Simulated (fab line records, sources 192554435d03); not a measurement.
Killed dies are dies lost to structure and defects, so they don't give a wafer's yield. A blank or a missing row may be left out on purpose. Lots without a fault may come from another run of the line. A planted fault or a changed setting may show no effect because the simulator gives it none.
fab line records | flow n5_finfet
record lots=10 wafers=29 last_day=19
route steps=1938 shown SD_EPI_N@263 BEOL_M4@1111 PASSIVATION@1936
lots that met no fault: from a run of the same line without faults
start_h: hours from the record's first day to the start of the lot's first wafer shown | wait_h: hours since the lot's step before | " the same as in the row above | L1.1+2: a row that stands for several wafers | - no value, or no start given | * or withheld: withheld | < > ~ a bound
route shown NAME@n: a module of which the file shows steps, and the number in the route of the first | usual: mean/standard deviation of fault-free wafers | same: alike in all rows | chamber/n: place in a boat | sites: the reading at each site | _std_site: their standard deviation | _edge_site: outer sites' mean less inner sites' | radius_mm: how far each site lies from the wafer's centre | mask NAME#n: copy n | behind: the tool/chamber that last shaped the wafer | hold: why the lot was held/for how many hours/how that ended | device: the transistor (n, p or np) that didn't switch | end of line: the same wafers' tests at the end of the route | a step without rows: its recipe alone | killed: dies lost to structure and defects at the first sort, not the wafer's yield | map: a wafer's dies, x killed, . not, _ none there
set.NAME: the setting as run; set.NAME@STEP: as run at that earlier step | model.NAME: the simulator's own value behind a step, which no gauge read
steps of the route over a sample of lots; a table a step, a row a wafer
services: from which hour (start_h, from the record's first day; less than 0 if before it) a tool's chamber was out of use, for how many hours, and why
## steps
# step N5_SD_EPI_N_COAT_33
# recipe resist=SiARC temp_c=220 time_s=60 spin_rpm=1500 resist_thk_nm=35
# usual spin_speed_rpm=1499.9/0.9
# columns lot.wafer tool chamber start_h wait_h spin_speed_rpm
L261.1 litho_track-02 0 58.53 - 1500.4
L261.4 " 0 " " 1501.0
L261.6 " 0 " " 1499.8
L262.2 litho_track-02 0 62.83 - 1500.2
L262.3 " 0 " " 1500.1
L263.2 litho_track-05 0 66.40 - 1499.9
L263.3 " 0 " " 1499.0
L263.4 " 0 " " 1499.1
L264.1 litho_track-04 0 74.27 - 1499.4
L264.3 " 0 " " 1498.3
L264.6 " 0 " " 1498.8
L271.3 litho_track-02 0 116.05 - 1588.5
L271.5 " 0 " " 1589.0
L271.6 " 0 " " 1589.5
L272.1 litho_track-02 0 121.59 - 1586.8
L272.4 " 0 " " 1586.9
L272.5 " 0 " " 1586.6
L277.1 litho_track-05 0 153.00 - 1498.7
L277.4 " 0 " " 1499.5
L277.6 " 0 " " 1500.1
L280.3 litho_track-05 0 169.08 - 1500.9
L280.5 " 0 " " 1500.9
L280.6 " 0 " " 1499.6
L281.2 litho_track-05 0 175.17 - 1498.6
L281.4 " 0 " " 1499.2
L281.5 " 0 " " 1500.0
L282.3 litho_track-05 0 179.54 - 1500.8
L282.4 " 0 " " 1499.8
L282.5 " 0 " " 1502.5
# step N5_SD_EPI_N_CD_MEAS_09
# recipe target_cd_nm=120 landing_energy_ev=500 detector=se_inlens
# usual cd_nm=120.6/0.69
# columns lot.wafer tool chamber start_h wait_h cd_nm
L261.1 cd_sem-01 0 58.89 - 120.3
L261.4 " 0 " " 120.5
L261.6 " 0 " " 120.8
L262.2 cd_sem-02 0 63.07 - 121.0
L262.3 " 0 " " 121.6
L263.2 cd_sem-02 0 66.77 - 121.3
L263.3 " 0 " " 120.3
L263.4 " 0 " " 119.6
L264.1 cd_sem-01 0 74.51 - 120.1
L264.3 " 0 " " 120.6
L264.6 " 0 " " 120.2
L271.3 cd_sem-03 0 116.41 - 120.8
L271.5 " 0 " " 120.7
L271.6 " 0 " " 121.2
L272.1 cd_sem-03 0 121.83 - 120.9
L272.4 " 0 " " 121.0
L272.5 " 0 " " 120.7
L277.1 cd_sem-02 0 153.37 - 121.1
L277.4 " 0 " " 120.9
L277.6 " 0 " " 120.8
L280.3 cd_sem-03 0 169.33 - 120.7
L280.5 " 0 " " 119.4
L280.6 " 0 " " 120.5
L281.2 cd_sem-01 0 175.41 - 120.7
L281.4 " 0 " " 120.3
L281.5 " 0 " " 120.9
L282.3 cd_sem-02 0 179.91 - 120.6
L282.4 " 0 " " 121.1
L282.5 " 0 " " 121.3
# step N5_SD_EPI_N_OVL_MEAS_10
# recipe points_per_wafer=44
# usual SD_N_BLK_OVL=0.5/0.74
# columns lot.wafer tool chamber start_h wait_h SD_N_BLK_OVL[nm]
L261.1 overlay-02 0 58.92 0.0 0.0
L261.4 " 0 " " -0.6
L261.6 " 0 " " -1.1
L262.2 overlay-02 0 63.10 0.0 -0.9
L262.3 " 0 " " -0.6
L263.2 overlay-01 0 66.80 0.0 0.9
L263.3 " 0 " " 0.9
L263.4 " 0 " " 1.3
L264.1 overlay-01 0 74.54 0.0 1.0
L264.3 " 0 " " -0.6
L264.6 " 0 " " 1.0
L271.3 overlay-02 0 116.44 0.0 0.9
L271.5 " 0 " " 0.9
L271.6 " 0 " " 0.0
L272.1 overlay-01 0 121.86 0.0 -0.7
L272.4 " 0 " " 0.6
L272.5 " 0 " " 0.4
L277.1 overlay-01 0 153.40 0.0 -0.7
L277.4 " 0 " " -0.6
L277.6 " 0 " " 0.2
L280.3 overlay-01 0 169.35 0.0 0.6
L280.5 " 0 " " 1.8
L280.6 " 0 " " 0.5
L281.2 overlay-01 0 175.44 0.0 0.4
L281.4 " 0 " " 0.6
L281.5 " 0 " " 1.1
L282.3 overlay-01 0 179.93 0.0 0.8
L282.4 " 0 " " 0.3
L282.5 " 0 " " 0.5
# step N5_SD_EPI_N_DESCUM_14
# recipe chemistry=O2 time_s=7.9 source_power_w=50 bias_power_w=20 pressure_mtorr=20 rf_frequency_hz=2.712e+07 temp_c=40 resist=CAR-ArF-block o2_flow_sccm=225
# usual drypump_motor_current_A=5.7/0.48 oes_product_au=0.82/0.087 rf_vpp_V=243.4/1.4 showerhead_plenum_p_Torr=2.10/0.073 throttle_valve_pct=20.35/0.25
# columns lot.wafer tool chamber start_h wait_h drypump_motor_current_A oes_product_au rf_hours_counter_h rf_vpp_V showerhead_plenum_p_Torr throttle_valve_pct
L261.1 rie_diel-04 1 59.05 0.1 5.7 0.75 146 241.3 2.01 20.07
L261.4 " 0 " " 5.0 0.86 56 243.4 2.05 20.44
L261.6 " 3 " " 5.8 0.72 - 242.0 2.10 20.19
L262.2 rie_diel-03 1 63.16 0.0 6.3 0.85 60 243.1 2.10 19.92
L262.3 " 0 " " 5.2 0.83 71 244.3 2.19 20.36
L263.2 rie_diel-04 3 67.19 0.4 5.8 0.73 153 243.4 2.09 20.20
L263.3 " 1 " " 5.7 0.77 149 242.5 2.01 20.07
L263.4 " 2 " " 6.8 0.69 182 243.8 2.06 20.71
L264.1 rie_diel-03 1 74.59 0.0 6.2 0.85 64 243.7 2.10 19.94
L264.3 " 3 " " 5.7 0.85 59 242.9 2.03 20.18
L264.6 " 2 " " 5.6 0.89 - 242.4 2.05 20.53
L271.3 rie_diel-06 2 116.53 0.1 5.4 0.71 221 243.2 2.17 20.68
L271.5 " 1 " " 5.9 0.95 - 244.1 2.22 20.20
L271.6 " 3 " " 4.9 1.00 - 245.8 2.23 20.50
L272.1 rie_diel-04 3 121.94 0.1 5.8 0.72 170 242.4 2.09 20.21
L272.4 " 1 " " 5.7 0.76 159 240.5 2.00 20.06
L272.5 " 2 " " 6.8 0.68 - 242.3 2.06 20.73
L277.1 rie_diel-03 3 153.46 0.0 5.7 0.81 83 241.7 2.02 20.21
L277.4 " 0 " " 5.2 0.80 95 245.5 2.18 20.41
L277.6 " 3 " " 5.7 0.82 - 241.8 2.02 20.22
L280.3 rie_diel-03 3 169.41 0.0 5.7 0.82 89 242.6 2.02 20.22
L280.5 " 0 " " 5.2 0.79 - 243.7 2.18 20.42
L280.6 " 3 " " 5.7 0.81 - 241.0 2.02 20.21
L281.2 rie_diel-03 1 175.71 0.2 6.3 0.80 96 242.7 2.09 19.99
L281.4 " 0 " " 5.2 0.78 104 245.5 2.18 20.44
L281.5 " 1 " " 6.3 0.80 - 243.5 2.09 19.98
L282.3 rie_diel-03 3 180.10 0.1 5.7 0.81 93 241.8 2.02 20.22
L282.4 " 0 " " 5.2 0.78 105 245.0 2.18 20.43
L282.5 " 3 " " 5.7 0.80 - 243.2 2.02 20.22
# step N5_BEOL_M4_RC_MEAS_101
# usual DIBL_N=36.0/2.2 DIBL_P=36.2/2.4 IOFF_N=0.16/0.035 IOFF_P=0.21/0.037 ION_N=672/13 ION_P=461/7 SS_N=71.4/0.69 SS_P=73.2/0.75 VT_N=250/3.4 VT_P=-251/3
# columns lot.wafer tool chamber start_h wait_h DIBL_N[mV/V] DIBL_P[mV/V] IOFF_N[nA/um] IOFF_P[nA/um] ION_N[uA/um] ION_P[uA/um] SS_N[mV/dec] SS_P[mV/dec] VT_N[mV] VT_P[mV]
L262.2 prober-01 0 202.54 0.2 38.5 37.1 0.18 0.22 671 458 72.7 73.8 247 -250
L262.3 " 0 " " 39.2 37.9 0.21 0.24 679 458 71.8 73.9 248 -246
L261.1 prober-02 0 207.70 0.0 33.4 33.8 0.13 0.17 678 460 70.8 72.1 252 -251
L261.4 " 0 " " 30.8 32.2 0.10 0.16 659 462 70.2 72.1 257 -254
L261.6 " 0 " " 33.7 34.7 0.14 0.19 679 465 70.8 72.4 249 -253
L263.2 prober-01 0 207.96 0.3 37.4 36.8 0.14 0.21 676 465 71.4 73.0 254 -247
L263.3 " 0 " " 36.3 36.0 0.13 0.20 670 468 71.3 72.5 252 -250
L263.4 " 0 " " 33.0 32.4 0.09 0.15 649 456 70.2 72.0 257 -251
L264.1 prober-02 0 232.31 0.0 34.8 35.5 0.14 0.20 672 463 70.9 73.6 252 -252
L264.3 " 0 " " 34.9 35.1 0.14 0.20 666 462 70.7 72.9 251 -248
L264.6 " 0 " " 33.5 34.3 0.12 0.18 661 457 70.3 72.7 254 -251
L272.1 prober-02 0 271.14 0.0 38.0 37.7 0.17 0.22 666 463 72.0 74.5 251 -251
L272.4 " 0 " " 37.4 37.5 0.16 0.22 669 457 71.3 73.8 252 -249
L272.5 " 0 " " 40.8 40.8 0.24 0.28 692 470 72.7 74.1 244 -248
L271.3 prober-02 0 273.10 0.3 31.8 33.3 0.11 0.16 651 452 70.9 73.1 254 -254
L271.5 " 0 " " 35.7 37.8 0.16 0.22 663 458 72.4 73.2 248 -252
L271.6 " 0 " " 34.3 35.4 0.15 0.19 670 457 71.0 73.0 251 -253
L277.1 prober-01 0 302.65 0.0 36.3 34.9 0.13 0.19 659 452 71.5 73.4 252 -250
L277.4 " 0 " " 32.1 30.5 0.09 0.14 651 450 69.7 72.0 258 -256
L277.6 " 0 " " 32.0 30.6 0.09 0.14 647 452 69.8 71.9 259 -254
L280.3 prober-01 0 316.21 0.3 36.3 35.8 0.16 0.18 681 460 71.5 72.7 248 -254
L280.5 " 0 " " 36.5 36.5 0.16 0.19 684 460 71.9 73.1 253 -252
L280.6 " 0 " " 39.1 39.1 0.21 0.23 696 462 71.9 73.3 245 -251
L281.2 prober-02 0 333.93 0.2 36.0 34.2 0.14 0.21 677 467 71.6 73.0 251 -244
L281.4 " 0 " " 39.7 38.0 0.20 0.28 687 476 71.6 73.2 247 -243
L281.5 " 0 " " 38.7 37.5 0.18 0.26 677 471 71.9 73.5 247 -245
L282.3 prober-02 0 338.34 0.3 37.0 38.6 0.19 0.23 689 460 71.7 74.1 247 -250
L282.4 " 0 " " 37.4 39.4 0.20 0.23 696 470 72.3 73.4 247 -251
L282.5 " 0 " " 35.2 37.4 0.17 0.21 681 468 71.6 73.8 250 -251
# step N5_PASSIVATION_PROBE_49
# usual defect_limited_yield=91.2/1.4 killed_at_M0_to_M3=34/9.4 killed_at_M4_up=14/5.6 killed_at_contacts=13/7.8 killed_at_front_end=37/10 killed_at_other=4/3.3 killed_dies=103/17 killed_open=68/13 killed_short=33/8.2 sort_bin_5_function=5.1/0.92 sort_bin_6_memory=3.3/0.71 sort_bin_8_speed=0.01/0.043 sort_n_pass=1077/17
# same gross_dies=1180 killed_at_back_side=0 sort_bin_4_leakage[%]=0
# columns lot.wafer tool chamber start_h wait_h defect_limited_yield[%] killed_at_M0_to_M3 killed_at_M4_up killed_at_contacts killed_at_front_end killed_at_other killed_dies killed_open killed_short sort_bin_5_function[%] sort_bin_6_memory[%] sort_bin_8_speed[%] sort_n_pass
L271.3 prober-01 - 378.02 0.1 91.6 45 6 4 41 3 99 56 43 5.0 3.1 0 1081
# killed by level:class
L271.3 BEOL_M0_SAQP:geometric_particle:short=14 BEOL_M0_SAQP:geometric_particle:open=13 FIN_SAQP:geometric_particle:open=11 FIN_SAQP:geometric_particle:short=6 GATE_CUT:geometric_particle:short=6 BEOL_M1:geometric_particle:open=5 BEOL_M2:geometric_particle:open=5 STARTING-WAFER:geometric_particle:short=5
## services
# columns tool chamber start_h hours kind
rie_diel-06 3 40.78 3.3 repair
rie_diel-06 1 49.39 - clean
rie_diel-06 1 49.39 - consumable_replace:focus_ring
rie_diel-06 1 49.39 - consumable_replace:showerhead
rie_diel-06 1 49.39 21.1 scheduled_down
rie_diel-06 1 49.39 21.1 vent_cycle
litho_track-04 - 55.73 - consumable_replace:filter
rie_diel-06 3 70.48 - clean
rie_diel-06 3 70.48 - consumable_replace:focus_ring
rie_diel-06 3 70.48 - consumable_replace:showerhead
rie_diel-06 3 70.48 28.0 scheduled_down
rie_diel-06 3 70.48 28.0 vent_cycle
rie_diel-03 0 72.76 9.1 repair
rie_diel-06 - 74.08 0.7 repair
rie_diel-06 0 112.78 - clean
rie_diel-06 0 112.78 - consumable_replace:focus_ring
rie_diel-06 0 112.78 17.8 scheduled_down
rie_diel-06 0 112.78 17.8 vent_cycle
rie_diel-04 2 142.43 9.2 repair
rie_diel-04 3 166.11 2.1 repair
## key
first_sign step=N5_SD_EPI_N_COAT_33 reading=spin_speed_rpm direction=up sigmas=97 usual=* struck=*
effect none on later readings
met_at N5_SD_EPI_N_COAT_33
struck_lots L271,L272
baseline_loss step=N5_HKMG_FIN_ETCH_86 wafers=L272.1
not_acting_at N5_SD_EPI_N_CD_MEAS_09,N5_SD_EPI_N_OVL_MEAS_10,N5_SD_EPI_N_DESCUM_14
onset_between 62.83 116.05
fault kind=process_parameter_drift tool=litho_track-02 chamber=- onset_h=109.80 steps=N5_SD_EPI_N_COAT_33 channel=spin_rpm offset=* shape=step end_h=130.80 acts_in=* stated=*
# baseline_loss: these wafers lose ten dies or more at that step, a loss of the line's own and not of a fault; the sort's usual values leave them out
